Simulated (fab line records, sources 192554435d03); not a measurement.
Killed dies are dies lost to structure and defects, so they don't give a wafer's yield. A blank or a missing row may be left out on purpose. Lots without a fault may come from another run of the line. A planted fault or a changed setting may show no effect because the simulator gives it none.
Which tool did it? | flow n5_finfet | 23 lots, 69 wafers sampled, at 6 steps of a route of 1938

WHAT THE GAUGES READ, wafer by wafer
The record holds no reading of a measuring or inspecting step that can be judged against a usual standard deviation.

WHICH TOOL RAN EACH LOT (tool, then ch and the chambers of the sampled wafers, then the start)
lot  | N5_FIN_SAQP_STRIP_55              | N5_FIN_SAQP_HM_CD_35   | N5_FIN_CUT_DESCUM_13              | N5_FIN_CUT_STRIP_22               | N5_STI_FIN_REVEAL_ALD_14         | N5_STI_FIN_REVEAL_ETCH_34
L074 | rie_diel-06 ch 0,1, day 1 22:40   | cd_sem-01, day 2 02:42 | rie_diel-04 ch 1,3, day 2 03:38   | rie_diel-04 ch 1,3, day 2 04:24   | ald_sin-04 ch 0,2,3, day 2 04:39 | rie_si-03 ch 1,2,3, day 2 13:07
L075 | rie_diel-05 ch 1,2, day 2 05:08   | cd_sem-02, day 2 10:04 | rie_diel-02 ch 0,3, day 2 10:54   | rie_diel-01 ch 0,2,3, day 2 11:40 | ald_sin-03 ch 0,1, day 2 11:55   | rie_si-06 ch 1,2,3, day 2 20:35
L076 | rie_diel-05 ch 0,1,3, day 2 09:58 | cd_sem-01, day 2 13:28 | rie_diel-02 ch 0,1,3, day 2 14:20 | rie_diel-02 ch 1,3, day 2 15:07   | ald_sin-04 ch 0,2, day 2 15:30   | rie_si-06 ch 1,3, day 3 01:37
L077 | rie_diel-06 ch 0,3, day 2 15:52   | cd_sem-01, day 2 20:02 | rie_diel-02 ch 0,1,2, day 2 20:46 | rie_diel-04 ch 1,2, day 2 21:31   | ald_sin-01 ch 0,2,3, day 2 23:02 | rie_si-01 ch 0,1,3, day 3 06:58
L079 | rie_diel-03 ch 2,3, day 3 04:35   | cd_sem-02, day 3 08:49 | rie_diel-02 ch 0,2,3, day 3 09:46 | rie_diel-02 ch 0,1, day 3 10:34   | ald_sin-04 ch 0,2,3, day 3 10:49 | rie_si-03 ch 0,1,2, day 3 20:55
L080 | rie_diel-05 ch 1,2,3, day 3 11:01 | cd_sem-03, day 3 15:04 | rie_diel-04 ch 0,1, day 3 16:02   | rie_diel-04 ch 0,1,2, day 3 16:52 | ald_sin-03 ch 0,1,2, day 3 18:27 | rie_si-01 ch 0,3, day 4 02:24
L081 | rie_diel-05 ch 0,1,2, day 3 16:31 | cd_sem-01, day 3 21:29 | rie_diel-04 ch 0,1,2, day 3 22:16 | rie_diel-02 ch 2,3, day 3 23:05   | ald_sin-03 ch 0,1, day 3 23:20   | rie_si-01 ch 0,1,3, day 4 09:37
L082 | rie_diel-03 ch 2,3, day 3 22:36   | cd_sem-02, day 4 02:49 | rie_diel-04 ch 0,1,2, day 4 03:34 | rie_diel-04 ch 1,2, day 4 04:19   | ald_sin-03 ch 0,2,3, day 4 06:36 | rie_si-03 ch 0,1, day 4 14:39
L083 | rie_diel-06 ch 1,2, day 4 04:17   | cd_sem-03, day 4 09:39 | rie_diel-01 ch 2,3, day 4 10:23   | rie_diel-01 ch 0,3, day 4 11:09   | ald_sin-01 ch 1,2,3, day 4 11:53 | rie_si-01 ch 0,1,3, day 4 20:01
L084 | rie_diel-03 ch 0,1,3, day 4 10:20 | cd_sem-03, day 4 15:41 | rie_diel-04 ch 0,1, day 4 16:32   | rie_diel-01 ch 0,1,2, day 4 17:27 | ald_sin-03 ch 0,1,3, day 4 17:46 | rie_si-06 ch 0,1,3, day 5 01:46
L085 | rie_diel-06 ch 2,3, day 4 16:10   | cd_sem-01, day 4 19:58 | rie_diel-04 ch 1,3, day 4 20:47   | rie_diel-01 ch 2,3, day 4 21:37   | ald_sin-04 ch 0,1,3, day 4 21:55 | rie_si-06 ch 1,2, day 5 06:04
L086 | rie_diel-06 ch 0,2,3, day 4 23:14 | cd_sem-01, day 5 02:43 | rie_diel-04 ch 0,2, day 5 04:04   | rie_diel-04 ch 0,1,2, day 5 04:49 | ald_sin-03 ch 0,1,2, day 5 05:04 | rie_si-01 ch 0,1,3, day 5 12:59
L087 | rie_diel-05 ch 0,1, day 5 04:44   | cd_sem-02, day 5 08:32 | rie_diel-04 ch 1,2, day 5 09:17   | rie_diel-04 ch 0,1, day 5 10:02   | ald_sin-04 ch 1,3, day 5 10:17   | rie_si-01 ch 0,1,2, day 5 18:54
L088 | rie_diel-05 ch 0,1,2, day 5 09:59 | cd_sem-01, day 5 13:26 | rie_diel-04 ch 1,2,3, day 5 14:11 | rie_diel-04 ch 1,2,3, day 5 14:56 | ald_sin-04 ch 0,1, day 5 15:11   | rie_si-06 ch 0,2,3, day 5 23:10
L089 | rie_diel-03 ch 0,2, day 5 17:13   | cd_sem-03, day 5 20:53 | rie_diel-04 ch 1,3, day 5 21:38   | rie_diel-01 ch 1,2,3, day 5 22:38 | ald_sin-04 ch 1,2,3, day 5 22:53 | rie_si-03 ch 0,1, day 6 06:47
L090 | rie_diel-06 ch 1,3, day 5 23:10   | cd_sem-02, day 6 03:45 | rie_diel-04 ch 0,3, day 6 04:35   | rie_diel-04 ch 0,2, day 6 05:23   | ald_sin-01 ch 0,1,3, day 6 05:47 | rie_si-01 ch 0,2, day 6 13:47
L091 | rie_diel-05 ch 0,3, day 6 04:54   | cd_sem-01, day 6 08:58 | rie_diel-04 ch 1,2, day 6 09:43   | rie_diel-01 ch 1,2,3, day 6 10:28 | ald_sin-04 ch 0,1, day 6 11:20   | rie_si-06 ch 0,1,2, day 6 19:16
L092 | rie_diel-05 ch 0,1,2, day 6 11:35 | cd_sem-03, day 6 15:12 | rie_diel-02 ch 0,2, day 6 15:56   | rie_diel-04 ch 0,2, day 6 16:41   | ald_sin-04 ch 0,1, day 6 16:56   | rie_si-06 ch 0,2,3, day 7 00:52
L093 | rie_diel-05 ch 0,2, day 6 16:17   | cd_sem-01, day 6 20:20 | rie_diel-02 ch 0,3, day 6 21:05   | rie_diel-02 ch 1,3, day 6 21:50   | ald_sin-01 ch 0,1,3, day 6 23:29 | rie_si-03 ch 0,2, day 7 07:32
L094 | rie_diel-05 ch 2,3, day 6 22:18   | cd_sem-03, day 7 02:19 | rie_diel-01 ch 0,1,3, day 7 03:03 | rie_diel-04 ch 0,1,3, day 7 03:53 | ald_sin-03 ch 1,2,3, day 7 04:08 | rie_si-01 ch 1,2,3, day 7 12:04
L095 | rie_diel-03 ch 1,2, day 7 04:29   | cd_sem-02, day 7 08:32 | rie_diel-01 ch 1,2,3, day 7 09:25 | rie_diel-01 ch 0,1,2, day 7 10:24 | ald_sin-03 ch 0,1,2, day 7 10:43 | rie_si-01 ch 2,3, day 7 18:39
L096 | rie_diel-03 ch 0,1,3, day 7 10:00 | cd_sem-02, day 7 13:54 | rie_diel-04 ch 1,3, day 7 14:38   | rie_diel-04 ch 0,2, day 7 15:24   | ald_sin-01 ch 0,1,2, day 7 15:39 | rie_si-06 ch 0,2,3, day 7 23:47
L097 | rie_diel-06 ch 0,2,3, day 7 16:04 | cd_sem-03, day 7 19:31 | rie_diel-01 ch 0,1,3, day 7 20:17 | rie_diel-02 ch 0,1, day 7 21:02   | ald_sin-01 ch 0,1,2, day 7 22:03 | rie_si-03 ch 1,3, day 8 06:07
- N5_FIN_SAQP_STRIP_55: strips in N2/H2.
- N5_FIN_SAQP_HM_CD_35: target cd 8 nm.
- N5_FIN_CUT_DESCUM_13: chemistry O2, time 7 s.
- N5_FIN_CUT_STRIP_22: strips in N2/H2.
- N5_STI_FIN_REVEAL_ALD_14: deposits Si3N4, target thk 3 nm.
- N5_STI_FIN_REVEAL_ETCH_34: etches Si in H2, material Si, target depth 0.97 nm.

WHAT THE TOOLS THEMSELVES READ (means of the sampled wafers that have a number; where no wafer has one, the mark that the record gives instead)
N5_FIN_SAQP_STRIP_55. Usual: drypump_motor_current_A 5.51 A, standard deviation 0.23; oes_product_au 0.80 a.u., standard deviation 0.085; power_w 499.8 W, standard deviation 1.4; rf_vpp_V 122.2 V, standard deviation 1.3; showerhead_plenum_p_Torr 3.38 Torr, standard deviation 0.1; throttle_valve_pct 18.86 %, standard deviation 0.28.
lot  | tool        | drypump_motor_current_A (A) | oes_product_au (a.u.) | power_w (W) | rf_vpp_V (V) | showerhead_plenum_p_Torr (Torr) | throttle_valve_pct (%) | flag
L074 | rie_diel-06 | 5.64                        | 0.81                  | 500.3       | 120.8        | 3.29                            | 18.91                  |
L075 | rie_diel-05 | 5.70                        | 0.73                  | 499.4       | 122.0        | 3.43                            | 19.06                  |
L076 | rie_diel-05 | 5.42                        | 0.73                  | 500.5       | 122.4        | 3.48                            | 19.11                  |
L077 | rie_diel-06 | 5.48                        | 0.80                  | 500.7       | 120.7        | 3.28                            | 19.02                  |
L079 | rie_diel-03 | 5.51                        | 0.85                  | 498.9       | 122.3        | 3.22                            | 18.77                  |
L080 | rie_diel-05 | 5.70                        | 0.72                  | 497.6       | 122.7        | 3.42                            | 18.94                  |
L081 | rie_diel-05 | 5.53                        | 0.74                  | 499.8       | 123.0        | 3.44                            | 18.95                  |
L082 | rie_diel-03 | 5.52                        | 0.85                  | 501.0       | 121.5        | 3.22                            | 18.79                  |
L083 | rie_diel-06 | 5.48                        | 0.78                  | 499.6       | 123.1        | 3.38                            | 18.71                  |
L084 | rie_diel-03 | 5.40                        | 0.89                  | 500.3       | 122.8        | 3.41                            | 18.70                  |
L085 | rie_diel-06 | 5.32                        | 0.80                  | 498.6       | 121.5        | 3.38                            | 19.01                  |
L086 | rie_diel-06 | 5.39                        | 0.77                  | 500.4       | 122.5        | 3.32                            | 18.95                  |
L087 | rie_diel-05 | 5.27                        | 0.73                  | 498.1       | 122.6        | 3.48                            | 19.17                  |
L088 | rie_diel-05 | 5.55                        | 0.73                  | 500.4       | 122.7        | 3.43                            | 18.98                  |
L089 | rie_diel-03 | 5.49                        | 0.76                  | 501.9       | 123.2        | 3.28                            | 18.64                  |
L090 | rie_diel-06 | 5.71                        | 0.83                  | 500.3       | 123.9        | 3.40                            | 19.02                  |
L091 | rie_diel-05 | 5.28                        | 0.83                  | 500.8       | 123.3        | 3.47                            | 18.92                  |
L092 | rie_diel-05 | 5.53                        | 0.74                  | 498.8       | 121.6        | 3.43                            | 18.98                  |
L093 | rie_diel-05 | 5.65                        | 0.74                  | 500.9       | 121.6        | 3.39                            | 18.69                  |
L094 | rie_diel-05 | 5.72                        | 0.88                  | 500.8       | 121.8        | 3.40                            | 18.59                  |
L095 | rie_diel-03 | 5.50                        | 0.87                  | 500.5       | 123.1        | 3.31                            | 18.69                  |
L096 | rie_diel-03 | 5.41                        | 0.84                  | 500.0       | 120.9        | 3.39                            | 18.75                  |
L097 | rie_diel-06 | 5.37                        | 0.76                  | 499.5       | 122.2        | 3.31                            | 18.98                  |

N5_FIN_SAQP_HM_CD_35. Usual: cd_nm 8.16 nm, standard deviation 0.24.
lot  | tool      | cd_nm (nm) | flag
L074 | cd_sem-01 | 8.20       |
L075 | cd_sem-02 | 8.11       |
L076 | cd_sem-01 | 8.19       |
L077 | cd_sem-01 | 8.07       |
L079 | cd_sem-02 | 8.22       |
L080 | cd_sem-03 | 8.23       |
L081 | cd_sem-01 | 8.37       |
L082 | cd_sem-02 | 8.19       |
L083 | cd_sem-03 | 8.21       |
L084 | cd_sem-03 | 8.37       |
L085 | cd_sem-01 | 8.04       |
L086 | cd_sem-01 | 8.12       |
L087 | cd_sem-02 | 8.11       |
L088 | cd_sem-01 | 8.04       |
L089 | cd_sem-03 | 7.97       |
L090 | cd_sem-02 | 8.05       |
L091 | cd_sem-01 | 8.11       |
L092 | cd_sem-03 | 7.87       |
L093 | cd_sem-01 | 8.34       |
L094 | cd_sem-03 | 8.33       |
L095 | cd_sem-02 | 7.90       |
L096 | cd_sem-02 | 8.08       |
L097 | cd_sem-03 | 8.20       |

N5_FIN_CUT_DESCUM_13. Usual: drypump_motor_current_A 5.5 A, standard deviation 0.45; oes_product_au 0.76 a.u., standard deviation 0.057; rf_vpp_V 243.7 V, standard deviation 1.5; showerhead_plenum_p_Torr 2.13 Torr, standard deviation 0.074; throttle_valve_pct 20.43 %, standard deviation 0.21.
lot  | tool        | drypump_motor_current_A (A) | oes_product_au (a.u.) | rf_vpp_V (V) | showerhead_plenum_p_Torr (Torr) | throttle_valve_pct (%) | flag
L074 | rie_diel-04 | 6.0                         | 0.75                  | 241.7        | 2.03                            | 20.35                  |
L075 | rie_diel-02 | 5.3                         | 0.83                  | 244.7        | 2.20                            | 20.21                  |
L076 | rie_diel-02 | 5.2                         | 0.80                  | 245.0        | 2.20                            | 20.24                  |
L077 | rie_diel-02 | 5.0                         | 0.81                  | 244.7        | 2.20                            | 20.47                  |
L079 | rie_diel-02 | 5.1                         | 0.83                  | 245.7        | 2.20                            | 20.45                  |
L080 | rie_diel-04 | 6.1                         | 0.72                  | 242.4        | 2.10                            | 20.60                  |
L081 | rie_diel-04 | 5.9                         | 0.72                  | 242.8        | 2.08                            | 20.52                  |
L082 | rie_diel-04 | 5.9                         | 0.73                  | 243.2        | 2.08                            | 20.52                  |
L083 | rie_diel-01 | 4.8                         | 0.78                  | 243.6        | 2.13                            | 20.46                  |
L084 | rie_diel-04 | 6.1                         | 0.71                  | 242.4        | 2.10                            | 20.62                  |
L085 | rie_diel-04 | 5.8                         | 0.76                  | 242.5        | 2.07                            | 20.30                  |
L086 | rie_diel-04 | 5.7                         | 0.74                  | 242.9        | 2.11                            | 20.54                  |
L087 | rie_diel-04 | 5.7                         | 0.73                  | 242.4        | 2.05                            | 20.44                  |
L088 | rie_diel-04 | 5.7                         | 0.73                  | 243.4        | 2.06                            | 20.38                  |
L089 | rie_diel-04 | 5.9                         | 0.72                  | 242.0        | 2.02                            | 20.39                  |
L090 | rie_diel-04 | 6.0                         | 0.73                  | 243.9        | 2.14                            | 20.59                  |
L091 | rie_diel-04 | 5.7                         | 0.72                  | 242.3        | 2.05                            | 20.46                  |
L092 | rie_diel-02 | 4.9                         | 0.80                  | 245.5        | 2.20                            | 20.72                  |
L093 | rie_diel-02 | 5.2                         | 0.74                  | 244.4        | 2.18                            | 20.40                  |
L094 | rie_diel-01 | 5.3                         | 0.74                  | 244.2        | 2.17                            | 20.38                  |
L095 | rie_diel-01 | 5.1                         | 0.74                  | 244.2        | 2.15                            | 20.52                  |
L096 | rie_diel-04 | 6.0                         | 0.71                  | 242.2        | 2.02                            | 20.40                  |
L097 | rie_diel-01 | 5.3                         | 0.74                  | 245.0        | 2.17                            | 20.40                  |

N5_FIN_CUT_STRIP_22. Usual: drypump_motor_current_A 5.5 A, standard deviation 0.48; oes_product_au 0.75 a.u., standard deviation 0.051; power_w 499.8 W, standard deviation 1.5; rf_vpp_V 54.2 V, standard deviation 2.2; showerhead_plenum_p_Torr 3.42 Torr, standard deviation 0.11; throttle_valve_pct 18.9 %, standard deviation 0.34.
lot  | tool        | drypump_motor_current_A (A) | oes_product_au (a.u.) | power_w (W) | rf_vpp_V (V) | showerhead_plenum_p_Torr (Torr) | throttle_valve_pct (%) | flag
L074 | rie_diel-04 | 5.8                         | 0.77                  | 501.3       | 55.1         | 3.32                            | 18.8                   |
L075 | rie_diel-01 | 5.0                         | 0.79                  | 500.0       | 55.2         | 3.47                            | 18.6                   |
L076 | rie_diel-02 | 5.4                         | 0.85                  | 501.0       | 56.7         | 3.55                            | 18.5                   |
L077 | rie_diel-04 | 5.9                         | 0.72                  | 499.7       | 53.9         | 3.26                            | 18.8                   |
L079 | rie_diel-02 | 5.1                         | 0.75                  | 499.5       | 54.5         | 3.51                            | 18.9                   |
L080 | rie_diel-04 | 5.9                         | 0.71                  | 500.7       | 54.5         | 3.34                            | 19.0                   |
L081 | rie_diel-02 | 5.0                         | 0.88                  | 500.3       | 53.8         | 3.56                            | 19.2                   |
L082 | rie_diel-04 | 5.7                         | 0.72                  | 498.2       | 55.4         | 3.30                            | 18.9                   |
L083 | rie_diel-01 | 5.2                         | 0.77                  | 498.6       | 55.1         | 3.51                            | 18.6                   |
L084 | rie_diel-01 | 5.4                         | 0.76                  | 500.4       | 53.2         | 3.45                            | 19.0                   |
L085 | rie_diel-01 | 4.7                         | 0.78                  | 500.0       | 55.1         | 3.46                            | 18.6                   |
L086 | rie_diel-04 | 5.9                         | 0.71                  | 500.7       | 55.9         | 3.34                            | 18.9                   |
L087 | rie_diel-04 | 6.1                         | 0.70                  | 498.6       | 55.3         | 3.28                            | 18.9                   |
L088 | rie_diel-04 | 5.7                         | 0.75                  | 500.6       | 52.3         | 3.30                            | 18.9                   |
L089 | rie_diel-01 | 5.2                         | 0.76                  | 499.0       | 53.1         | 3.45                            | 19.0                   |
L090 | rie_diel-04 | 5.7                         | 0.73                  | 499.8       | 52.0         | 3.38                            | 19.1                   |
L091 | rie_diel-01 | 5.2                         | 0.74                  | 500.2       | 52.6         | 3.44                            | 19.0                   |
L092 | rie_diel-04 | 5.7                         | 0.72                  | 500.1       | 53.3         | 3.38                            | 19.1                   |
L093 | rie_diel-02 | 5.3                         | 0.81                  | 499.1       | 54.4         | 3.54                            | 18.5                   |
L094 | rie_diel-04 | 6.0                         | 0.72                  | 498.9       | 53.3         | 3.33                            | 19.0                   |
L095 | rie_diel-01 | 5.4                         | 0.75                  | 498.4       | 53.0         | 3.44                            | 19.1                   |
L096 | rie_diel-04 | 5.9                         | 0.71                  | 499.1       | 53.7         | 3.41                            | 19.2                   |
L097 | rie_diel-02 | 5.0                         | 0.74                  | 500.6       | 53.3         | 3.49                            | 18.9                   |

N5_STI_FIN_REVEAL_ALD_14. Usual: heater_power_w 831 W, standard deviation 78.
lot  | tool       | heater_power_w (W) | flag
L074 | ald_sin-04 | 785                |
L075 | ald_sin-03 | 871                |
L076 | ald_sin-04 | 832                |
L077 | ald_sin-01 | 843                |
L079 | ald_sin-04 | 810                |
L080 | ald_sin-03 | 903                |
L081 | ald_sin-03 | 871                |
L082 | ald_sin-03 | 889                |
L083 | ald_sin-01 | 831                |
L084 | ald_sin-03 | 871                |
L085 | ald_sin-04 | 786                |
L086 | ald_sin-03 | 895                |
L087 | ald_sin-04 | 728                |
L088 | ald_sin-04 | 825                |
L089 | ald_sin-04 | 743                |
L090 | ald_sin-01 | 857                |
L091 | ald_sin-04 | 818                |
L092 | ald_sin-04 | 823                |
L093 | ald_sin-01 | 852                |
L094 | ald_sin-03 | 895                |
L095 | ald_sin-03 | 888                |
L096 | ald_sin-01 | 814                |
L097 | ald_sin-01 | 798                |

N5_STI_FIN_REVEAL_ETCH_34. Usual: drypump_motor_current_A 5.8 A, standard deviation 0.37; he_flow_sccm 142.6 sccm, standard deviation 0.37; oes_product_au 0.998 a.u., standard deviation 0.01; throttle_valve_pct 25.7 %, standard deviation 0.41.
lot  | tool      | drypump_motor_current_A (A) | he_flow_sccm (sccm) | oes_product_au (a.u.) | throttle_valve_pct (%) | flag
L074 | rie_si-03 | 5.9                         | 142.7               | 0.986                 | 26.0                   |
L075 | rie_si-06 | 5.6                         | 142.2               | 1.005                 | 25.6                   |
L076 | rie_si-06 | 5.6                         | 142.6               | 1.006                 | 25.7                   |
L077 | rie_si-01 | 5.6                         | 142.4               | 0.998                 | 25.5                   |
L079 | rie_si-03 | 6.1                         | 142.7               | 0.989                 | 25.9                   |
L080 | rie_si-01 | 5.7                         | 142.7               | 1.000                 | 25.5                   |
L081 | rie_si-01 | 5.7                         | 142.8               | 1.001                 | 25.5                   |
L082 | rie_si-03 | 6.0                         | 142.7               | 0.990                 | 25.8                   |
L083 | rie_si-01 | 5.6                         | 142.9               | 0.996                 | 25.5                   |
L084 | rie_si-06 | 5.8                         | 142.9               | 0.998                 | 25.4                   |
L085 | rie_si-06 | 5.9                         | 142.7               | 1.003                 | 25.7                   |
L086 | rie_si-01 | 5.7                         | 142.8               | 1.001                 | 25.6                   |
L087 | rie_si-01 | 5.5                         | 142.2               | 1.003                 | 25.7                   |
L088 | rie_si-06 | 5.9                         | 142.3               | 0.999                 | 25.4                   |
L089 | rie_si-03 | 6.0                         | 143.2               | 0.991                 | 25.8                   |
L090 | rie_si-01 | 5.5                         | 142.8               | 1.008                 | 25.9                   |
L091 | rie_si-06 | 6.1                         | 143.0               | 0.996                 | 25.5                   |
L092 | rie_si-06 | 5.9                         | 142.5               | 1.005                 | 25.4                   |
L093 | rie_si-03 | 6.1                         | 142.7               | 0.987                 | 25.7                   |
L094 | rie_si-01 | 5.7                         | 142.5               | 1.006                 | 25.9                   |
L095 | rie_si-01 | 5.7                         | 142.8               | 1.002                 | 26.2                   |
L096 | rie_si-06 | 5.9                         | 142.7               | 0.997                 | 25.4                   |
L097 | rie_si-03 | 5.9                         | 142.6               | 0.996                 | 26.2                   |

THE ANSWER, worked out from the rows above alone
Rule: a lot is off if the mean of its wafers that have a number lies more than 3 standard deviations from the usual mean. A lot without any number at a reading at which 4 lots or more have one is off too. The other lots that the step has rows for count as sound. The gauges are gone through in route order, then the tools' own readings, and for those a lot's mean is taken as printed above. The first step at which some lot is off is used, and at that step the reading that is off furthest; a lot without a number counts as furthest.
No lot is off at any reading shown: from this, nothing can be told.

WHAT THE SIMULATOR HAD PUT IN
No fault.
